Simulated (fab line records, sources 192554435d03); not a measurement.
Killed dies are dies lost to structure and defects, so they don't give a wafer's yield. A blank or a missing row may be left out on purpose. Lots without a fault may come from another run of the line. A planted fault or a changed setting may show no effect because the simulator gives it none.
Problem report in the 8D (eight disciplines) form, filled by code | flow n5_finfet | the parts of the form that need people (team, actions taken, sign-off) are left out

1. THE PROBLEM
time_to_endpoint_s at N5_BEOL_M5_CMP_52 reads a mean of 86.4 s on 2 wafers of 1 lot; wafers without a fault read 61.4 s with a standard deviation of 2.5. That is +10 standard deviations from the usual mean.
The step: polishes, stops on SiCOH lowk, t overpolish 6.9 s, target thk 62 nm.
First seen on wafer L939.3, day 13 14:39, on cmp-02. The record holds 14 wafers of 5 lots with a number at this step. Rule for "out", or "out of limits": more than 4 standard deviations from the usual mean. The other wafers with a number count as sound.

2. WHAT IT IS AND WHAT IT IS NOT
question                    | is                     | is not
which readings at this step | time_to_endpoint_s     | clearing_platen_down_force_psi, motor_current_A
which lots                  | L939                   | L930, L932, L945, L949
which wafers of those lots  | all that have a number | -
read on which tools         | cmp-02                 | cmp-03, cmp-04
when                        | from day 13 14:39      | up to then (6 sound wafers); but 6 sound wafers of L945, L949 came after

3. SUSPECTS, AND WHAT RULES EACH OUT
Counting: a tool at a process step up to the reading stays a suspect if it ran every lot that is out and no sound lot after the first of them.
- ald_metal-02 at N5_BEOL_M5_ALD_86 (deposits TaN, pulse time 2 s, purge time 3 s, co reactant purge time 2 s): ruled out as a lasting fault. Sound lots L945, L949 ran on it after its first lot that is out, L939 (day 13 09:06).
- pvd_sputter-03 at N5_BEOL_M5_ANNEAL_49 (time 1800 s): kept. It ran the lot that is out, L939 (day 13 09:50), and no sound lot after that.
- pvd_sputter-03 at N5_BEOL_M5_ANNEAL_82 (time 1800 s): kept. It ran the lot that is out, L939 (day 13 10:56), and no sound lot after that.
- pvd_sputter-03 at N5_BEOL_M5_SPUTTER_90 (material Cu, target thk 4.5 nm, time 8.29 s): kept. It ran the lot that is out, L939 (day 13 14:07), and no sound lot after that.
- ecd_cu-01 at N5_BEOL_M5_ECD_50 (material Cu, target thk 300 nm): ruled out as a lasting fault. Sound lots L949 ran on it after its first lot that is out, L939 (day 13 14:15).
- rtp_anneal-01 at N5_BEOL_M5_ANNEAL_51 (time 90 s): kept. It ran the lot that is out, L939 (day 13 14:24), and no sound lot after that; its last sound lot up to then is L932 (day 10 14:01).
- cmp-02 at N5_BEOL_M5_CMP_52 (polishes, stops on SiCOH lowk, t overpolish 6.9 s, target thk 62 nm): kept. It ran the lot that is out, L939 (day 13 14:39), and no sound lot after that. Its own readings are out on those wafers: time_to_endpoint_s.
Left after counting: pvd_sputter-03 at N5_BEOL_M5_ANNEAL_49, pvd_sputter-03 at N5_BEOL_M5_ANNEAL_82, pvd_sputter-03 at N5_BEOL_M5_SPUTTER_90, rtp_anneal-01 at N5_BEOL_M5_ANNEAL_51, cmp-02 at N5_BEOL_M5_CMP_52.

4. THE CAUSE (what the simulator had put in)
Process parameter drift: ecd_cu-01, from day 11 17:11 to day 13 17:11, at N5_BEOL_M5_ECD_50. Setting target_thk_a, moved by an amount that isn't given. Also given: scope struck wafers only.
Counting ruled it out, wrongly: the rule takes a fault to strike every lot that its tool runs from its start on, and this one did not.

5. THE CHAIN OF EFFECTS, in route order
Each row: a reading whose mean over the struck wafers that have a number lies more than 3 standard deviations from the usual. Only readings for which the record gives a usual standard deviation are gone through. hours: the time from each lot's start at the first step in this table that gives one to its start at this step, as a median over the lots. sigmas: the change in usual standard deviations.
hours | step              | reading            | usual  | on struck wafers | change | sigmas
0     | N5_BEOL_M5_CMP_52 | time_to_endpoint_s | 61.4 s | 86.4             | +25.0  | +10
The process steps in it:
- N5_BEOL_M5_CMP_52: polishes, stops on SiCOH lowk, t overpolish 6.9 s, target thk 62 nm.
Later measuring or inspecting steps at which every struck wafer that the step has a row for has a number for every such reading, and none has moved that far: N5_BEOL_M5_THK_MEAS_53.

6. WHAT WOULD HAVE CAUGHT IT SOONER
In this record the first reading out of limits was taken at day 13 14:39, 45 hours after the fault began at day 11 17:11.
